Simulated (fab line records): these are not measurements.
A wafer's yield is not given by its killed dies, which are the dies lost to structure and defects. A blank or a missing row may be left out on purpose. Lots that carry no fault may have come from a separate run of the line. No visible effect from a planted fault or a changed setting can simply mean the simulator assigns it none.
2 desks, one fault :: flow n5-finfet :: numbers are kept per desk, each desk with only its own; the story behind them comes last

METROLOGY DESK
What the gauges read, lot by lot, whatever tool the lot ran on: means of the sampled wafers that have a number. The brackets show how far a lot's mean lies from the usual mean; more than 4 standard deviations puts the lot out of limits, marked OUT. Of its 11 readings 7 are shown: those that lie furthest out on some lot.
Columns: A = DIBL_N at N5_BEOL_M4_RC_MEAS_101, usual 37.5 mV/V; B = DIBL_P at N5_BEOL_M4_RC_MEAS_101, usual 37.5 mV/V; C = IOFF_P at N5_BEOL_M4_RC_MEAS_101, usual 0.24 nA/um; D = ION_P at N5_BEOL_M4_RC_MEAS_101, usual 464 uA/um; E = SS_P at N5_BEOL_M4_RC_MEAS_101, usual 73.6 mV/dec; F = VT_N at N5_BEOL_M4_RC_MEAS_101, usual 249 mV; G = VT_P at N5_BEOL_M4_RC_MEAS_101, usual -249 mV
lot: L665
first seen here: day 6 03:22
A: 33.7
B: 33.5
C: 0.17
D: 458
E: 72.7
F: 255
G: -255

lot: L666
first seen here: day 6 10:03
A: 36.8
B: 36.6
C: 0.18
D: 449
E: 73.3
F: 252
G: -254

lot: L674
first seen here: day 8 09:29
A: 37.4
B: 40.0
C: 0.24
D: 460
E: 74.5
F: 251
G: -250

lot: L675
first seen here: day 8 17:41
A: 38.6
B: 37.0
C: 0.22
D: 460
E: 73.8
F: 250
G: -251

lot: L682
first seen here: day 10 10:02
A: 34.6
B: 34.8
C: 0.21
D: 466
E: 72.2
F: 251
G: -248

lot: L685
first seen here: day 11 03:11
A: 39.4
B: 38.8
C: 0.25
D: 461
E: 74.3
F: 246
G: -251

lot: L686
first seen here: day 11 06:37
A: 38.4
B: 38.7
C: 0.23
D: 468
E: 73.8
F: 246
G: -250
Result from this desk: across the 7 lots, nothing is out of limits.

AT THE TOOL OWNER'S DESK: rie-si-02
The tool's own readings at N5_BEOL_M0_SAQP_ETCH_102 (etches SiO2 in CF4, target depth 4 nm, time 4.4 s): means of the sampled wafers that have a number, for each lot that ran on this tool. The brackets show how far a lot's mean lies from the usual mean; more than 4 standard deviations puts the lot out of limits, marked OUT.
Columns: A = drypump-motor-current-A at N5_BEOL_M0_SAQP_ETCH_102, usual 6.0 A; B = oes-product-au at N5_BEOL_M0_SAQP_ETCH_102, usual 1.010 a.u.; C = throttle-valve-pct at N5_BEOL_M0_SAQP_ETCH_102, usual 21.9 %
lot: L666
first seen here: day 6 10:19
A: 5.5
B: 0.984
C: 21.5

lot: L674
first seen here: day 8 09:38
A: 5.8
B: 0.992
C: 21.7

lot: L675
first seen here: day 8 17:56
A: 5.5
B: 0.993
C: 21.6

lot: L682
first seen here: day 10 10:11
A: 6.3
B: 0.694 (-19) OUT
C: 21.5

lot: L685
first seen here: day 11 03:35
A: 6.0
B: 0.867 (-8.4) OUT
C: 21.9

lot: L686
first seen here: day 11 06:46
A: 6.4
B: 0.696 (-18) OUT
C: 21.9
Finding of this desk: L682, L685, L686 out of limits; the first was L682 at day 10 10:11, on oes-product-au at N5_BEOL_M0_SAQP_ETCH_102. Within limits: L666, L674, L675.

PUT TOGETHER
At day 10 10:11, on L682, L685, L686, the tool owner's desk was in a position to raise an alarm.
At the metrology desk, nothing out of limits was observed.
The metrology desk holds a record of L682, L685, L686, inside its limits.
All the named lots went through N5_BEOL_M0_SAQP_ETCH_102 on rie-si-02.

WHAT HAD BEEN PUT IN BY THE SIMULATOR
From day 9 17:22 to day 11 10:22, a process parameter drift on rie-si-02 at N5_BEOL_M0_SAQP_ETCH_102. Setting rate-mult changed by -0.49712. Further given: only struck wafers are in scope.
Struck lots among those shown: L682, L685, L686.
How many hours passed from the start of the fault until each desk's first out-of-limits reading: the tool owner's desk, 17.
